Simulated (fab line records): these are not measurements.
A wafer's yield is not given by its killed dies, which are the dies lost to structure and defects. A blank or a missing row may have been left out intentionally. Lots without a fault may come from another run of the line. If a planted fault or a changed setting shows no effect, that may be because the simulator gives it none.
Which tool is to blame? ; flow n5_finfet ; at 1 step of a route of 1938, 10 lots with 28 wafers sampled

WHAT THE GAUGES SHOWED, per wafer
N5_MIM_BOT_LITHO_INSPECT_12: inspects for defects (macro). Usual: raw_defect_count at 2, with a standard deviation of 1.4.
lot;measured;on;raw_defect_count;flag
L428;day 13 17:53;defect_inspect-01;1 2 2;
L429;day 14 16:37;defect_inspect-01;2 1 7;
L432;day 15 12:00;defect_inspect-02;2 3 1;
L434;day 17 03:30;defect_inspect-01;3 4 0;
L435;day 17 03:40;defect_inspect-01;1 2 1;
L436;day 17 11:39;defect_inspect-02;2 2 3;
L439;day 17 22:10;defect_inspect-02;1 4;
L440;day 18 03:52;defect_inspect-01;1 1;
L444;day 18 07:31;defect_inspect-02;3 0 1;
L447;day 20 07:57;defect_inspect-02;4 2 1;

WHICH TOOL RAN EACH LOT (tool, then ch and the chambers of the sampled wafers, then the start)
No process step before these readings appears in the record.

AS READ BY THE TOOLS THEMSELVES (means over the sampled wafers that have a number; for cases with no such wafer, the mark the record gives instead)
The record holds no such reading with a usual standard deviation.

THE ANSWER, worked out from the rows above alone
Rule: a lot is off if the mean of its wafers that have a number lies more than 3 standard deviations from the usual mean. Also off: a lot with no number at a reading for which 4 or more lots have one. All remaining lots with rows at the step are treated as sound. First the gauges in route order, then the tools' own readings, where a lot's mean is used as printed above. The first step at which some lot is off is used, and at that step the reading that is off furthest; a lot without a number counts as furthest.
Nothing can be told from this: no lot is off at any reading shown.

WHAT THE SIMULATOR HAD INSERTED
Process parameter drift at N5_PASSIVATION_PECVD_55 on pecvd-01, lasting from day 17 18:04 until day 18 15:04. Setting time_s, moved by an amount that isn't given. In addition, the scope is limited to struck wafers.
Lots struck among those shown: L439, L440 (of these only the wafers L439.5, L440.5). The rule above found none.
